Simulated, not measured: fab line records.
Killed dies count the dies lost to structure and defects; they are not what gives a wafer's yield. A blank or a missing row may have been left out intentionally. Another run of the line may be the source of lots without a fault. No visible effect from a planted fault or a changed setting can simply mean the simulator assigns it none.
fab line records	flow nand_harc
record: lots: 6	wafers: 18	last_day: 24
route steps=1159 shown P_M1@299 END@1159
lots untouched by any fault: they come from a run of this same line in which no faults occurred
start_h: start of the lot's first displayed wafer, in hours after the record's first day	wait_h: hours elapsed since this lot's preceding step	" unchanged from the row above	L1.1+2: a row that stands for several wafers	- no value present, or no start provided	* or withheld: withheld	< > ~ a bound
route shown NAME@n: NAME is a module with steps in the file, n the number in the route of the first one	usual: the fault-free wafers' mean and standard deviation	same: alike in all rows	chamber/n: place in a boat	sites: each site's reading	_std_site: the values' standard deviation	_edge_site: inner sites' mean taken away from outer sites' mean	radius_mm: how far each site lies from the wafer's centre	mask NAME#n: copy n	behind: the most recent tool/chamber to have shaped the wafer	hold: why the lot was held/for how many hours/how that ended	device: the n, p or np transistor that did not switch	end of line: tests run on the same wafers once the route is complete	a step with no rows: only its recipe	killed: not the wafer's yield, but the dies lost to structure and defects at the first sort	map: dies across one wafer; x = killed, . = not, _ = none there
set.NAME: the setting that was run; set.NAME@STEP: the one run at that earlier step	model.NAME: the simulator's own value behind a step, which no gauge read
certain route steps with their lots: each step a table, each wafer a row
services: from which hour (start_h, from the record's first day; less than 0 if before it) a tool's chamber was out of use, for how many hours, and why
== steps ==
step: NHARC_P_M1_ETCH_35
recipe: target_depth_a: 400	overetch_a: 120	time_s: 43.94	ion_energy_ev: 200	n2_flow_sccm: 150	h2_flow_sccm: 150	ar_flow_sccm: 0	rf_w: 400	bias_w: 150	chemistry: N2/H2
usual: drypump_motor_current_A: 5.6/0.45	h2_flow_sccm: 149.9/0.46	mfc_ar_sccm: 0.004/0.0065	oes_product_au: 1.002/0.007	rf_vpp_V: 430.4/1.8	showerhead_plenum_p_Torr: 2.04/0.056	throttle_valve_pct: 14.171/0.0094
same: time_s: 43.94
lot.wafer	tool	chamber	start_h	wait_h	drypump_motor_current_A	h2_flow_sccm	mfc_ar_sccm	oes_product_au	rf_hours_counter_h	rf_vpp_V	showerhead_plenum_p_Torr	throttle_valve_pct
L110.2	rie_diel-01	3	157.37	0.1	6.1	149.9	0	1.003	0	427.7	1.92	14.166
L110.1	"	0	"	"	5.8	149.5	0	0.995	0	429.7	2.03	14.162
L110.3	"	1	"	"	5.6	150.7	0	1.014	0	431.9	2.10	14.180
L115.4	rie_diel-07	3	204.84	0.1	6.7	149.7	0	0.995	11	427.6	1.97	14.179
L115.2	"	1	"	"	5.7	150.1	0	1.000	11	429.9	2.03	14.170
L115.6	"	3	"	"	6.7	150.1	0	1.007	-	429.3	1.97	14.154
L116.1	rie_diel-07	2	205.15	0.1	5.2	149.7	0.020	1.000	11	431.2	2.04	14.176
L116.4	"	3	"	"	6.7	150.6	0	0.998	11	429.8	1.97	14.163
L116.6	"	1	"	"	5.7	150.0	0	0.985	-	430.7	2.03	14.181
L122.1	rie_diel-03	3	230.26	0.1	5.5	150.1	0	1.009	0	431.4	2.05	14.172
L122.4	"	2	"	"	5.0	150.5	0	0.998	0	431.8	2.05	14.183
L122.5	"	3	"	"	5.5	150.0	0	1.005	-	430.5	2.05	14.179
L120.1	rie_diel-01	2	231.86	0.1	5.9	150.3	0.014	1.004	2	433.0	2.12	14.161
L120.3	"	3	"	"	6.1	150.0	0	1.005	2	427.4	1.92	14.187
L120.2	"	0	"	"	5.8	149.7	0	1.002	2	430.6	2.03	14.173
L124.1	rie_diel-01	2	250.02	0.1	5.8	149.9	0.014	1.011	3	433.1	2.12	14.166
L124.6	"	2	"	"	5.8	149.5	0.014	1.009	-	434.4	2.12	14.170
L124.5	"	3	"	"	6.1	149.3	0	1.006	-	429.0	1.92	14.152
step: NHARC_P_M1_ETCH_15
recipe: target_depth_a: 1825	time_s: 91.2	c4f8_flow_sccm: withheld	ar_flow_sccm: 400	rf_w: 600	bias_w: 300	chemistry: C4F8/Ar
step: NHARC_P_M1_CD_MEAS_16
usual: cd_nm: 129.8/0.63
lot.wafer	tool	chamber	start_h	wait_h	cd_nm
L110.1	cd_sem-03	-	157.59	-	129.7
L110.2	"	-	"	"	129.8
L110.3	"	-	"	"	130.9
L115.2	cd_sem-03	-	205.06	-	130.4
L115.4	"	-	"	"	129.7
L115.6	"	-	"	"	129.7
L116.1	cd_sem-03	-	205.36	-	130.3
L116.4	"	-	"	"	129.9
L116.6	"	-	"	"	129.6
L122.1	cd_sem-01	-	230.49	-	129.8
L122.4	"	-	"	"	130.5
L122.5	"	-	"	"	129.2
L120.1	cd_sem-01	-	232.10	-	131.0
L120.2	"	-	"	"	129.6
L120.3	"	-	"	"	130.4
L124.1	cd_sem-03	-	250.23	-	129.3
L124.5	"	-	"	"	130.8
L124.6	"	-	"	"	129.7
step: NHARC_P_M1_STRIP_18
recipe: power_w: 1000	n2_flow_sccm: 150	h2_flow_sccm: 150	ar_flow_sccm: 0	bias_w: 0	chemistry: N2/H2
usual: drypump_motor_current_A: 5.7/0.45	h2_flow_sccm: 150.0/0.46	mfc_ar_sccm: 0.005/0.0072	oes_product_au: 1.002/0.008	rf_vpp_V: 90.7/0.8	showerhead_plenum_p_Torr: 2.03/0.058	throttle_valve_pct: 14.170/0.0096
lot.wafer	tool	chamber	start_h	wait_h	drypump_motor_current_A	h2_flow_sccm	mfc_ar_sccm	oes_product_au	rf_hours_counter_h	rf_vpp_V	showerhead_plenum_p_Torr	throttle_valve_pct
L110.3	rie_diel-03	0	157.67	0.1	4.9	149.3	0.012	1.006	8	91.3	2.08	14.174
L110.2	"	2	"	"	5.0	150.3	0	1.002	7	90.5	2.05	14.176
L110.1	"	3	"	"	5.4	150.7	0	1.003	7	88.7	2.05	14.174
L115.4	rie_diel-01	2	205.13	0.1	5.8	149.9	0.014	1.004	1	91.7	2.12	14.153
L115.2	"	3	"	"	6.1	150.2	0	1.010	1	89.0	1.92	14.172
L115.6	"	2	"	"	5.8	150.0	0.014	1.013	-	90.9	2.12	14.170
L116.4	rie_diel-07	2	205.46	0.1	5.2	149.6	0.020	1.015	11	89.0	2.04	14.166
L116.1	"	0	"	"	5.8	149.9	0.010	1.002	10	90.8	1.98	14.162
L116.6	"	2	"	"	5.2	150.8	0.020	1.005	-	89.7	2.04	14.174
L122.1	rie_diel-01	3	230.60	0.1	6.1	150.0	0	0.998	2	91.9	1.92	14.155
L122.5	"	2	"	"	5.8	149.4	0.014	0.998	-	90.7	2.12	14.171
L122.4	"	3	"	"	6.1	150.9	0	1.010	-	90.4	1.92	14.173
L120.2	rie_diel-01	3	232.21	0.1	6.1	150.3	0	0.997	2	89.6	1.92	14.168
L120.1	"	0	"	"	5.8	150.4	0	0.996	2	90.5	2.03	14.157
L120.3	"	1	"	"	5.6	149.3	0	0.999	2	91.4	2.10	14.176
L124.1	rie_diel-03	3	250.39	0.2	5.5	149.5	0	1.004	2	89.8	2.05	14.168
L124.5	"	0	"	"	4.9	150.1	0.012	0.998	-	90.8	2.08	14.167
L124.6	"	1	"	"	5.9	150.3	0	0.993	-	90.4	2.01	14.165
step: NHARC_P_M1_ETCH_28
recipe: target_depth_a: 300	over_etch_frac: 0.3	time_s: 72.99	ion_energy_ev: 150	cf4_flow_sccm: 50	n2_flow_sccm: 100	ar_flow_sccm: 150	rf_w: 300	bias_w: 100	chemistry: CF4/N2
usual: drypump_motor_current_A: 5.7/0.44	mfc_ar_sccm: 150.0/0.46	oes_product_au: 1.002/0.0071	rf_vpp_V: 314.0/1.4	showerhead_plenum_p_Torr: 2.61/0.067	throttle_valve_pct: 19.795/0.009
same: time_s: 72.99
lot.wafer	tool	chamber	start_h	wait_h	drypump_motor_current_A	mfc_ar_sccm	oes_product_au	rf_hours_counter_h	rf_vpp_V	showerhead_plenum_p_Torr	throttle_valve_pct
L110.2	rie_diel-03	1	-	-	5.9	150.0	1.004	7	313.9	2.59	19.807
L110.3	"	2	"	"	5.0	149.6	1.000	7	314.7	2.64	19.797
L110.1	"	3	"	"	5.5	150.5	1.000	7	314.3	2.64	19.799
L115.4	rie_diel-01	2	-	-	5.8	150.6	1.002	1	316.2	2.72	19.789
L115.2	"	3	"	"	6.1	150.2	1.000	1	311.7	2.49	19.792
L115.6	"	1	"	"	5.6	150.6	1.011	-	314.0	2.70	19.799
L116.4	rie_diel-07	0	-	-	5.8	150.6	0.992	10	312.2	2.55	19.819
L116.1	"	1	"	"	5.7	149.8	0.994	11	313.1	2.62	19.791
L116.6	"	1	"	"	5.6	150.1	1.002	-	312.5	2.62	19.790
L122.1	rie_diel-01	0	-	-	5.8	150.3	0.999	2	313.4	2.61	19.796
L122.4	"	2	"	"	5.9	149.8	0.999	-	315.6	2.72	19.799
L122.5	"	0	"	"	5.8	150.3	0.999	-	315.1	2.61	19.792
L120.3	rie_diel-01	0	-	-	5.8	149.6	0.996	2	312.9	2.61	19.803
L120.2	"	1	"	"	5.6	150.0	1.012	2	315.8	2.70	19.798
L120.1	"	2	"	"	5.8	150.2	1.008	2	316.1	2.72	19.799
L124.1	rie_diel-03	0	-	-	4.9	150.5	0.995	2	315.0	2.67	19.793
L124.6	"	0	"	"	4.9	150.2	0.997	-	314.4	2.68	19.795
L124.5	"	1	"	"	5.9	149.9	0.985	-	313.0	2.59	19.814
step: NHARC_P_M1_STRIP_19
recipe: time_s: 600	temp_c: 30	chemistry: post_etch_residue_remover
step: NHARC_P_M1_DEGAS_29
recipe: temp_c: 250	time_s: 60
usual: heater_power_w: 330/39
same: time_s: 60
lot.wafer	tool	chamber	start_h	wait_h	heater_power_w
L110.1	pvd_sputter-02	-	158.32	-	347
L110.2	"	-	"	"	309
L110.3	"	-	"	"	289
L115.4	pvd_sputter-01	-	205.77	-	297
L115.2	"	-	"	"	315
L115.6	"	-	"	"	294
L116.4	pvd_sputter-01	-	206.08	-	299
L116.1	"	-	"	"	289
L116.6	"	-	"	"	291
L122.1	pvd_sputter-02	-	231.28	-	356
L122.4	"	-	"	"	297
L122.5	"	-	"	"	289
L120.2	pvd_sputter-03	-	232.83	-	367
L120.1	"	-	"	"	372
L120.3	"	-	"	"	335
L124.1	pvd_sputter-02	-	250.96	-	313
L124.5	"	-	"	"	308
L124.6	"	-	"	"	315
step: NHARC_P_M1_PRE_CLEAN_30
recipe: time_s: 30	temp_c: 280	gas: H2/He
usual: heater_power_w: 406/49
same: time_s: 30
lot.wafer	tool	chamber	start_h	wait_h	heater_power_w
L110.2	pvd_sputter-02	-	-	-	421
L110.1	"	-	"	"	392
L110.3	"	-	"	"	390
L115.4	pvd_sputter-01	-	-	-	395
L115.2	"	-	"	"	360
L115.6	"	-	"	"	386
L116.1	pvd_sputter-01	-	-	-	399
L116.4	"	-	"	"	369
L116.6	"	-	"	"	414
L122.1	pvd_sputter-02	-	-	-	366
L122.4	"	-	"	"	382
L122.5	"	-	"	"	437
L120.2	pvd_sputter-03	-	-	-	427
L120.3	"	-	"	"	527
L120.1	"	-	"	"	452
L124.1	pvd_sputter-02	-	-	-	376
L124.5	"	-	"	"	363
L124.6	"	-	"	"	443
step: NHARC_P_M1_PVD_20
recipe: target_thk_a: 50	bias_v: 168.6	power_w: 15000	chamber_pressure_pa: 0.12	time_s: 8.06	substrate_temp_c: 50	material: TaN
step: NHARC_P_M1_PVD_21
recipe: target_thk_a: 300	chamber_pressure_pa: 5	power_w: 5000	substrate_temp_c: 30	time_s: 20.49	material: Cu
step: NHARC_P_M1_ECD_22
recipe: target_thk_a: 4000	bath_temp_c: 25	material: Cu
step: NHARC_P_M1_ANNEAL_31
recipe: temp_c: 225	time_s: 90
step: NHARC_P_M1_CMP_23
recipe: t_overpolish_s: 20	target_thk_nm: 157.82
usual: edge_zone_pressure_frac: 1.000/0.0048	motor_current_A: 12.2/1.2	time_to_endpoint_s: 28.4/2.4
lot.wafer	tool	chamber	start_h	wait_h	edge_zone_pressure_frac	motor_current_A	time_to_endpoint_s
L110.1	cmp-04	1	159.40	-	1.005	11.3	26.4
L110.3	"	2	"	"	1.002	15.0	28.8
L110.2	"	3	"	"	0.999	11.1	29.1
L115.2	cmp-01	3	206.85	-	-	-	-
L115.4	"	1	"	"	-	-	-
L115.6	"	3	"	"	-	-	-
L116.1	cmp-01	2	207.46	-	-	-	-
L116.4	"	3	"	"	-	-	-
L116.6	"	2	"	"	-	-	-
L122.1	cmp-04	3	232.54	-	0.993	11.2	27.9
L122.4	"	0	"	"	1.008	12.8	28.5
L122.5	"	2	"	"	1.006	14.2	28.5
L120.1	cmp-04	0	233.94	-	0.995	12.6	28.6
L120.3	"	1	"	"	1.000	11.2	26.6
L120.2	"	2	"	"	0.994	13.7	27.9
L124.1	cmp-01	2	252.02	-	1.001	11.4	21.8
L124.6	"	2	"	"	0.999	10.9	21.0
L124.5	"	3	"	"	1.002	13.3	23.0
step: NHARC_P_M1_THK_MEAS_24
recipe: thk_meas_gauge: xrf
usual: thk_nm: 157.7/1.4
lot.wafer	tool	chamber	start_h	wait_h	thk_nm
L110.1	film_metro-01	-	159.71	-	157.8
L110.2	"	-	"	"	155.6
L110.3	"	-	"	"	156.9
L115.2	film_metro-02	-	207.17	0.3	413.7
L115.4	"	-	"	"	404.0
L115.6	"	-	"	"	406.7
L116.1	film_metro-01	-	207.78	0.3	407.1
L116.4	"	-	"	"	402.3
L116.6	"	-	"	"	399.5
L122.1	film_metro-01	-	232.80	-	160.7
L122.4	"	-	"	"	158.1
L122.5	"	-	"	"	159.5
L120.1	film_metro-01	-	234.23	-	157.0
L120.2	"	-	"	"	158.6
L120.3	"	-	"	"	158.2
L124.1	film_metro-02	-	252.34	-	157.7
L124.5	"	-	"	"	158.0
L124.6	"	-	"	"	156.2
step: NHARC_P_M1_SRD_25
step: NHARC_END_SORT_01
recipe: temp_c: 25
usual: defect_limited_yield: 95.1/1.6	killed_at_array: 29/11	killed_at_other: 0.6/0.92	killed_at_periphery: 3.2/2	killed_dies: 33/11	killed_open: 3.2/2	killed_short: 1.9/1.5	sort_bin_2_pct: 1.6/0.67	sort_bin_3_pct: 0.26/0.22	sort_bin_4_pct: 3.1/1.1	sort_n_pass: 644/11	sort_rim_yield_pct: 96.3/2.5	sort_yield_pct: 95.1/1.6
same: gross_dies: 677	sort_bin_5_pct[%]: 0	sort_bin_6_pct[%]: 0	sort_bin_7_pct[%]: 0	sort_bin_8_pct[%]: 0	sort_rim_n_gross: 106.00
lot.wafer	tool	chamber	start_h	wait_h	defect_limited_yield[%]	killed_at_array	killed_at_other	killed_at_periphery	killed_dies	killed_open	killed_short	sort_bin_2_pct[%]	sort_bin_3_pct[%]	sort_bin_4_pct[%]	sort_n_pass	sort_rim_yield_pct[%]	sort_yield_pct[%]
L110.1	prober-02	0	484.86	2.6	97.3	12	2	4	18	2	1	0.7	0	1.9	659	100.0	97.3
L110.2	prober-02	0	485.67	2.9	97.0	15	2	3	20	3	3	1.2	0.15	1.6	657	99.1	97.0
L110.3	prober-02	0	486.48	3.2	97.8	11	0	4	15	2	0	0.6	0	1.6	662	97.2	97.8
L116.1	prober-01	0	510.84	2.5	0	41	0	636	677	3	4	94.8	0.59	4.6	0	0	0
L116.4	prober-01	0	513.19	3.4	0	46	0	631	677	2	2	95.6	0.59	3.8	0	0	0
L116.6	prober-01	0	514.75	3.9	0	34	0	643	677	5	4	96.5	0.15	3.4	0	0	0
L115.2	prober-02	0	511.60	2.8	0	28	0	649	677	2	1	97.2	0.15	2.7	0	0	0
L115.4	prober-02	0	513.19	3.4	0	28	0	649	677	4	1	97.0	0.30	2.7	0	0	0
L115.6	prober-02	0	514.79	4.0	0	26	0	651	677	3	3	96.5	0.30	3.2	0	0	0
L120.1	prober-01	0	546.02	2.5	95.3	29	0	3	32	1	0	1.8	0	3.0	645	93.4	95.3
L120.2	prober-01	0	546.82	2.8	92.8	48	0	1	49	1	2	2.5	0.30	4.4	628	95.3	92.8
L120.3	prober-01	0	547.63	3.1	95.7	28	0	1	29	3	2	1.3	0.15	2.8	648	88.7	95.7
L124.1	prober-01	0	571.55	2.5	94.2	37	0	2	39	2	0	2.5	0.15	3.1	638	95.3	94.2
L124.5	prober-01	0	574.72	3.7	96.6	22	0	1	23	0	3	1.6	0.30	1.5	654	93.4	96.6
L124.6	prober-01	0	575.51	4.0	96.3	23	0	2	25	3	1	1.5	0.30	1.9	652	98.1	96.3
killed by level:class
L110.1 A_STAIRCASE:chamber_film_flake=4 A_CONTACT:chamber_film_flake=3 A_CHANNEL_FILL_D1:geometric_particle:open=2 P_ZERO_WELL:chamber_film_flake=2 A_WL_FILL:chamber_film_flake=2 THIN_TSV:chamber_film_flake=2 A_CHANNEL_FILL_D1:geometric_particle:short=1 P_M1:chamber_film_flake=1
L110.2 A_CHANNEL_HOLE_D1:chamber_film_flake=4 A_WL_FILL:geometric_particle:short=2 A_STAIRCASE:chamber_film_flake=2 A_CONTACT:chamber_film_flake=2 THIN_TSV:chamber_film_flake=2 P_M0:geometric_particle:open=1 A_ONON_D1:geometric_particle:open=1 A_STAIRCASE:geometric_particle:open=1
L110.3 P_ZERO_WELL:chamber_film_flake=3 A_STAIRCASE:chamber_film_flake=3 A_CHANNEL_HOLE_D1:chamber_film_flake=2 A_CONTACT:chamber_film_flake=2 P_STI:geometric_particle:open=1 A_CONTACT:geometric_particle:open=1 A_ZERO_WELL:chamber_film_flake=1 A_CHANNEL_FILL_D1:chamber_film_flake=1
L116.1 P_M1:area_cmp=629 A_CHANNEL_HOLE_D1:chamber_film_flake=18 A_SLIT:chamber_film_flake=10 P_ZERO_WELL:chamber_film_flake=4 A_STAIRCASE:chamber_film_flake=3 A_CONTACT:chamber_film_flake=3 P_GATE:geometric_particle:open=1 P_CONTACT:geometric_particle:short=1
L115.2 P_M1:area_cmp=644 A_SLIT:chamber_film_flake=19 A_CONTACT:chamber_film_flake=3 P_ZERO_WELL:chamber_film_flake=2 P_GATE:chamber_film_flake=2 A_CHANNEL_HOLE_D1:chamber_film_flake=2 P_M0:geometric_particle:open=1 A_CHANNEL_HOLE_D1:geometric_particle:short=1
L116.4 P_M1:area_cmp=628 A_CHANNEL_HOLE_D1:chamber_film_flake=26 A_SLIT:chamber_film_flake=12 A_M0:geometric_particle:open=2 P_ZERO_WELL:chamber_film_flake=2 A_STAIRCASE:chamber_film_flake=2 A_WL_FILL:chamber_film_flake=2 P_STI:geometric_particle:short=1
L115.4 P_M1:area_cmp=646 A_SLIT:chamber_film_flake=12 A_CONTACT:chamber_film_flake=6 A_CHANNEL_HOLE_D1:chamber_film_flake=2 A_STAIRCASE:chamber_film_flake=2 P_GATE:geometric_particle:open=1 A_SOURCE_PLATE:geometric_particle:open=1 A_ONON_D1:geometric_particle:open=1
L116.6 P_M1:area_cmp=635 A_CHANNEL_HOLE_D1:chamber_film_flake=16 A_SLIT:chamber_film_flake=8 A_CONTACT:chamber_film_flake=5 P_ZERO_WELL:chamber_film_flake=2 P_GATE:geometric_particle:short=1 P_GATE:geometric_particle:open=1 P_CONTACT:geometric_particle:short=1
L115.6 P_M1:area_cmp=640 A_SLIT:chamber_film_flake=13 P_ZERO_WELL:chamber_film_flake=4 A_CONTACT:chamber_film_flake=4 P_GATE:chamber_film_flake=3 A_CHANNEL_HOLE_D1:chamber_film_flake=3 A_STAIRCASE:chamber_film_flake=2 P_GATE:geometric_particle:short=1
L120.1 A_SLIT:chamber_film_flake=9 A_CHANNEL_HOLE_D1:chamber_film_flake=6 A_STAIRCASE:chamber_film_flake=6 A_CONTACT:chamber_film_flake=6 P_GATE:chamber_film_flake=2 A_CONTACT:geometric_particle:open=1 P_STI:chamber_film_flake=1 A_CHANNEL_FILL_D1:chamber_film_flake=1
L120.2 A_SLIT:chamber_film_flake=25 A_CONTACT:chamber_film_flake=8 A_CHANNEL_HOLE_D1:chamber_film_flake=6 A_STAIRCASE:chamber_film_flake=3 A_WL_FILL:geometric_particle:short=1 A_CONTACT:geometric_particle:open=1 A_M0:geometric_particle:short=1 P_GATE:chamber_film_flake=1
L120.3 A_SLIT:chamber_film_flake=12 A_CHANNEL_HOLE_D1:chamber_film_flake=7 A_STAIRCASE:chamber_film_flake=2 P_CONTACT:geometric_particle:open=1 A_WL_FILL:geometric_particle:short=1 A_BLC:geometric_particle:open=1 A_M0:geometric_particle:open=1 A_M0:geometric_particle:short=1
L124.1 A_CONTACT:chamber_film_flake=14 A_CHANNEL_HOLE_D1:chamber_film_flake=10 A_STAIRCASE:chamber_film_flake=5 A_SLIT:chamber_film_flake=3 A_M0:geometric_particle:open=2 A_BLC:chamber_film_flake=2 P_ZERO_WELL:chamber_film_flake=1 P_STI:chamber_film_flake=1
L124.5 A_STAIRCASE:chamber_film_flake=9 A_CHANNEL_HOLE_D1:chamber_film_flake=4 A_CONTACT:chamber_film_flake=4 A_WL_FILL:geometric_particle:short=2 A_BLC:geometric_particle:short=1 P_STI:chamber_film_flake=1 A_CHANNEL_FILL_D1:chamber_film_flake=1 A_BLC:chamber_film_flake=1
L124.6 A_CONTACT:chamber_film_flake=8 A_CHANNEL_HOLE_D1:chamber_film_flake=6 A_STAIRCASE:chamber_film_flake=6 P_CONTACT:geometric_particle:open=1 P_M0:geometric_particle:open=1 A_SOURCE_PLATE:geometric_particle:open=1 A_ONON_D1:geometric_particle:short=1 A_CHANNEL_FILL_D1:chamber_film_flake=1
map L115.2 (x killed, . not)
____________x____________
_________xxxxxxx_________
_______xxxxxxxxxxx_______
______xxxxxxxxxxxxx______
_____xxxxxxxxxxxxxxx_____
____xxxxxxxxxxxxxxxxx____
____xxxxxxxxxxxxxxxxx____
___xxxxxxxxxxxxxxxxxxx___
___xxxxxxxxxxxxxxxxxxx___
__xxxxxxxxxxxxxxxxxxxxx__
__xxxxxxxxxxxxxxxxxxxxx__
_xxxxxxxxxxxxxxxxxxxxxxx_
_xxxxxxxxxxxxxxxxxxxxxxx_
_xxxxxxxxxxxxxxxxxxxxxxx_
_xxxxxxxxxxxxxxxxxxxxxxx_
_xxxxxxxxxxxxxxxxxxxxxxx_
xxxxxxxxxxxxxxxxxxxxxxxxx
xxxxxxxxxxxxxxxxxxxxxxxxx
xxxxxxxxxxxxxxxxxxxxxxxxx
xxxxxxxxxxxxxxxxxxxxxxxxx
xxxxxxxxxxxxxxxxxxxxxxxxx
_xxxxxxxxxxxxxxxxxxxxxxx_
_xxxxxxxxxxxxxxxxxxxxxxx_
_xxxxxxxxxxxxxxxxxxxxxxx_
_xxxxxxxxxxxxxxxxxxxxxxx_
_xxxxxxxxxxxxxxxxxxxxxxx_
__xxxxxxxxxxxxxxxxxxxxx__
__xxxxxxxxxxxxxxxxxxxxx__
___xxxxxxxxxxxxxxxxxxx___
___xxxxxxxxxxxxxxxxxxx___
____xxxxxxxxxxxxxxxxx____
____xxxxxxxxxxxxxxxxx____
_____xxxxxxxxxxxxxxx_____
______xxxxxxxxxxxxx______
_______xxxxxxxxxxx_______
_________xxxxxxx_________
____________x____________
map L116.1 (x killed, . not)
____________x____________
_________xxxxxxx_________
_______xxxxxxxxxxx_______
______xxxxxxxxxxxxx______
_____xxxxxxxxxxxxxxx_____
____xxxxxxxxxxxxxxxxx____
____xxxxxxxxxxxxxxxxx____
___xxxxxxxxxxxxxxxxxxx___
___xxxxxxxxxxxxxxxxxxx___
__xxxxxxxxxxxxxxxxxxxxx__
__xxxxxxxxxxxxxxxxxxxxx__
_xxxxxxxxxxxxxxxxxxxxxxx_
_xxxxxxxxxxxxxxxxxxxxxxx_
_xxxxxxxxxxxxxxxxxxxxxxx_
_xxxxxxxxxxxxxxxxxxxxxxx_
_xxxxxxxxxxxxxxxxxxxxxxx_
xxxxxxxxxxxxxxxxxxxxxxxxx
xxxxxxxxxxxxxxxxxxxxxxxxx
xxxxxxxxxxxxxxxxxxxxxxxxx
xxxxxxxxxxxxxxxxxxxxxxxxx
xxxxxxxxxxxxxxxxxxxxxxxxx
_xxxxxxxxxxxxxxxxxxxxxxx_
_xxxxxxxxxxxxxxxxxxxxxxx_
_xxxxxxxxxxxxxxxxxxxxxxx_
_xxxxxxxxxxxxxxxxxxxxxxx_
_xxxxxxxxxxxxxxxxxxxxxxx_
__xxxxxxxxxxxxxxxxxxxxx__
__xxxxxxxxxxxxxxxxxxxxx__
___xxxxxxxxxxxxxxxxxxx___
___xxxxxxxxxxxxxxxxxxx___
____xxxxxxxxxxxxxxxxx____
____xxxxxxxxxxxxxxxxx____
_____xxxxxxxxxxxxxxx_____
______xxxxxxxxxxxxx______
_______xxxxxxxxxxx_______
_________xxxxxxx_________
____________x____________
== services ==
tool	chamber	start_h	hours	kind
rie_diel-01	-	137.80	9.0	pm
cmp-04	-	138.91	1.7	repair
cmp-04	-	145.19	0.2	repair
pvd_sputter-01	-	147.89	1.3	repair
rie_diel-07	3	149.70	3.9	repair
pvd_sputter-01	-	158.00	10.0	pm
rie_diel-03	2	159.46	1.2	repair
rie_diel-01	0	168.57	15.0	repair
pvd_sputter-01	-	169.28	0.5	repair
rie_diel-07	1	170.41	8.4	repair
rie_diel-01	3	176.85	10.7	repair
cmp-01	-	179.53	4.0	pm
cmp-01	-	200.08	2.4	repair
rie_diel-07	-	200.32	0.7	repair
cmp-04	-	203.00	4.0	pm
pvd_sputter-02	-	214.05	10.0	pm
rie_diel-03	-	215.30	9.0	pm
cmp-01	-	218.23	1.0	repair
cmp-04	-	222.47	5.2	repair
rie_diel-01	1	224.68	7.4	repair
rie_diel-07	-	228.20	9.0	pm
pvd_sputter-01	-	234.33	4.0	repair
rie_diel-01	-	236.25	0.5	repair
rie_diel-03	0	236.58	8.6	repair
== key ==
first_sign: step: NHARC_P_M1_CMP_23	reading: tool_record	direction: missing
effect: step: NHARC_P_M1_THK_MEAS_24	reading: thk_nm	direction: up	sigmas: 99+	usual: 157.7	struck: 405.5
effect: step: NHARC_END_SORT_01	reading: killed_at_periphery	direction: up	sigmas: 99+	usual: 3.2	struck: 643.2
more_kills_born_at: NHARC_P_M1_CMP_23@cmp-01: 3822
met_at NHARC_P_M1_CMP_23
struck_wafers L115.2,L115.4,L115.6,L116.1,L116.4,L116.6
later_rows_left_out L115.2,L115.4,L115.6,L116.1,L116.4,L116.6
fault: kind: skipped_step_whole	tool: cmp-01	chamber: -	onset_h: 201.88	steps: NHARC_P_M1_CMP_23	scope: struck_lots_only
later_rows_left_out: the simulator's readings of these wafers behind a module that went badly wrong aren't trusted and aren't shown, but for the sort
